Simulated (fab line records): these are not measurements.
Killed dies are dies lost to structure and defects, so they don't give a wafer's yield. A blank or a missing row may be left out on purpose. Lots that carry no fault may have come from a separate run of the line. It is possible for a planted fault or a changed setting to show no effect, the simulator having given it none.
Split-lot experiment ; flow n5 finfet ; 21 wafers read across 7 lots, on a route 1938 steps long

== SPLIT DETAILS ==
At N5_BEOL_M0_SAQP_HM_DEP_111 (deposits SiO2 from SiH4/N2O, target thk 12 nm, time 7.2 s), the setting time s was moved away from the recipe's 7.2 s on 10 of the 21 wafers read, by -12.7% to +13.5%. All remaining wafers had this setting at the recipe value.

Reading taken at the split's own step.

== THE READING ==
SiO2_of_BEOL_M0_SAQP_HM_DEP_111.thk nm (the simulator's own value, which no gauge read), in nm, at N5_BEOL_M0_SAQP_HM_DEP_111 (deposits SiO2 from SiH4/N2O, target thk 12 nm, time 7.2 s). The file gives no usual value for it. Average 11.9 nm, standard deviation 0.26 nm, over the 11 wafers here run with the recipe.

wafer;tool, chamber at the split;time s as run, s;against the recipe;SiO2_of_BEOL_M0_SAQP_HM_DEP_111.thk nm, nm;against lot-mates on the recipe
L078.1;pecvd-03, 1;7.2;recipe;11.8;-
L078.2;pecvd-03, 2;7.2;recipe;12.4;-
L078.3;pecvd-03, 0;7.2;recipe;12.2;-
L081.1;pecvd-03, 1;7.2;recipe;11.8;-
L081.4;pecvd-03, 2;6.443;-10.5%;11;-0.8
L081.5;pecvd-03, 1;6.443;-10.5%;10.6;-1.2
L082.1;pecvd-01, 1;7.2;recipe;11.8;-
L082.2;pecvd-01, 2,0;7.922;+10.0%;13;+1.2
L082.3;pecvd-01, 2,0;7.922;+10.0%;13;+1.2
L083.3;pecvd-01, 2;7.2;recipe;11.8;-
L083.4;pecvd-01, 1;6.287;-12.7%;10.6;-1.2
L083.6;pecvd-01, 0;6.287;-12.7%;10.4;-1.4
L090.1;pecvd-03, 1;7.2;recipe;11.6;-
L090.3;pecvd-03, 2;7.2;recipe;12;-
L090.6;pecvd-03, 2;7.2;recipe;12.2;-
L093.1;pecvd-03, 2;8.167;+13.4%;13.6;+1.4
L093.4;pecvd-03, 2;7.2;recipe;12.2;-
L093.6;pecvd-03, 0;8.167;+13.4%;13.8;+1.6
L095.2;pecvd-03, 1;7.2;recipe;11.6;-
L095.3;pecvd-03, 2;8.175;+13.5%;13.6;+2.0
L095.5;pecvd-03, 2;8.175;+13.5%;13.8;+2.2
Where a row lists several chambers, the file gives one row for several wafers and doesn't say which wafer went through which chamber.

FIT RESULTS
A straight line over all 21 wafers: SiO2_of_BEOL_M0_SAQP_HM_DEP_111.thk nm changes by +0.119 nm for each +1% of time s; r = +0.98; the points scatter about the line by 0.23 nm.
The same after taking each lot's own level away (the mean of its wafers on the recipe; 21 wafers): +0.118 nm for each +1%; r = +0.97; scatter 0.24 nm.
According to that fit, moving time s by its largest amount changes the reading by 1.6 nm.
The span of the lots' own levels, 11.60 to 12.20 nm, comes to 2.3 times the standard deviation stated above.
Consequently the slope shifts little with the lot-to-lot level, the two slopes agreeing.
Check: with one of the wafers moved furthest among these (+13.5%) left out of the fit, the line predicts +1.62 nm for it against its lot-mates. Against them it came out at +2 nm.

== FURTHER SPLITS ON THESE WAFERS ==
These wafers also went through other splits before the reading. Each is held against what the fit with the lots' levels taken away leaves over:
other split on the same wafers;wafers away from the commonest value;r with SiO2_of_BEOL_M0_SAQP_HM_DEP_111.thk nm (lot level and that fit taken away)
N5_HKMG_FIN_COAT_43 spin rpm;7;+0.13
N5_HKMG_FIN_ETCH_55 time s;8;-0.13
N5_HKMG_FIN_ETCH_32 bias w;6;+0.13
N5_GATE_CUT_ALD_22 ald cycles;7;+0.12
N5_MOL_CONTACT_COAG_COAT_34 spin rpm;10;+0.06
N5_MOL_CONTACT_COAG_ALD_133 ald cycles;6;-0.03

== THE FILE'S OWN FIT ==
SiO2_of_BEOL_M0_SAQP_HM_DEP_111.thk nm changes by +0.119 nm for each +1% of time s, r = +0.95.
